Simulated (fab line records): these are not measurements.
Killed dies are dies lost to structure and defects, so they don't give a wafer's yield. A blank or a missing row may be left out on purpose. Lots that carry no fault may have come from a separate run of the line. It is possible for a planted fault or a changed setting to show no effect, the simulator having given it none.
One fault through the eyes of 2 desks / flow n5 finfet / numbers are kept per desk, each desk with only its own; the story behind them comes last

## THE METROLOGY DESK
Lot by lot, what the gauges showed, no matter which tool ran the lot: averages of those sampled wafers that carry a number. A lot is out of limits, marked OUT, if its mean lies more than 4 standard deviations from the usual mean; the brackets give that distance. Readings shown: 7 out of 12 (the first out of limits, and those lying furthest out on some lot).
Columns: A = cd nm at N5_SD_EPI_P_CD_MEAS_09, usual 240.1 nm; B = SD_P_BLK_OVL at N5_SD_EPI_P_OVL_MEAS_10, usual -0.3 nm; C = IOFF_P at N5_BEOL_M4_RC_MEAS_101, usual 0.21 nA/um; D = ION_N at N5_BEOL_M4_RC_MEAS_101, usual 675 uA/um; E = ION_P at N5_BEOL_M4_RC_MEAS_101, usual 465 uA/um; F = VT_N at N5_BEOL_M4_RC_MEAS_101, usual 250 mV; G = VT_P at N5_BEOL_M4_RC_MEAS_101, usual -249 mV
lot=L506; first seen here=day 3 18:37; A=240.4; B=-1.0; C=0.20; D=678; E=462; F=247; G=-252
lot=L509; first seen here=day 4 11:47; A=239.9; B=-0.3; C=0.27; D=692; E=481; F=245; G=-243
lot=L511; first seen here=day 4 22:52; A=234.8 (-8.8) OUT; B=-1.6; C=0.21; D=664; E=467; F=252; G=-248
lot=L520; first seen here=day 7 08:19; A=240.4; B=-1.5; C=0.21; D=682; E=469; F=248; G=-248
lot=L522; first seen here=day 7 19:13; A=240.2; B=-0.7; C=0.25; D=677; E=468; F=247; G=-245
lot=L524; first seen here=day 8 05:25; A=240.4; B=0.2; C=0.20; D=678; E=465; F=249; G=-250
lot=L525; first seen here=day 8 14:18; A=240.2; B=-0.2; C=0.17; D=673; E=452; F=252; G=-256
lot=L526; first seen here=day 8 17:08; A=240.0; B=-0.6; C=0.22; D=673; E=472; F=249; G=-247
lot=L527; first seen here=day 9 01:21; A=240.7; B=0.0; C=0.20; D=675; E=462; F=249; G=-252
This desk's finding: out of limits on L511; first on L511, day 4 22:52 (cd nm at N5_SD_EPI_P_CD_MEAS_09). In limits: L506, L509, L520, L522, L524, L525, L526, L527.

## THE TOOL OWNER'S DESK: litho track-04
The tool's own readings at N5_SD_EPI_P_PEB_07 (peb time 60 s): means of the sampled wafers that have a number, for each lot that ran on this tool. A lot is out of limits, marked OUT, if its mean lies more than 4 standard deviations from the usual mean; the brackets give that distance.
Columns: A = heater power total W at N5_SD_EPI_P_PEB_07, usual 175.5 W; B = resist line temp C at N5_SD_EPI_P_PEB_07, usual 23.00 C
lot=L506; first seen here=day 3 18:34; A=176.3; B=23.17
lot=L509; first seen here=day 4 11:43; A=174.3; B=23.06
lot=L511; first seen here=day 4 22:49; A=188.8 (+8.3) OUT; B=23.12
lot=L524; first seen here=day 8 05:21; A=175.9; B=23.12
lot=L526; first seen here=day 8 17:04; A=176.1; B=22.96
lot=L527; first seen here=day 9 01:17; A=176.4; B=22.95
This desk's finding: out of limits on L511; first on L511, day 4 22:49 (heater power total W at N5_SD_EPI_P_PEB_07). In limits: L506, L509, L524, L526, L527.

## PUT TOGETHER
The tool owner's desk could have raised an alarm at day 4 22:49, on L511.
An alarm was possible from the metrology desk at day 4 22:52, on L511.
Every lot named ran N5_SD_EPI_P_PEB_07 on litho track-04.

## WHAT THE SIMULATOR PUT IN
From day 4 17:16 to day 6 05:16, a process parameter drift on litho track-04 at N5_SD_EPI_P_PEB_07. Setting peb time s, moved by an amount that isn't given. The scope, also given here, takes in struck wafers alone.
Lots struck among those shown: L511.
Hours from the fault's start to each desk's first reading out of limits: the tool owner's desk, 6; the metrology desk, 6.
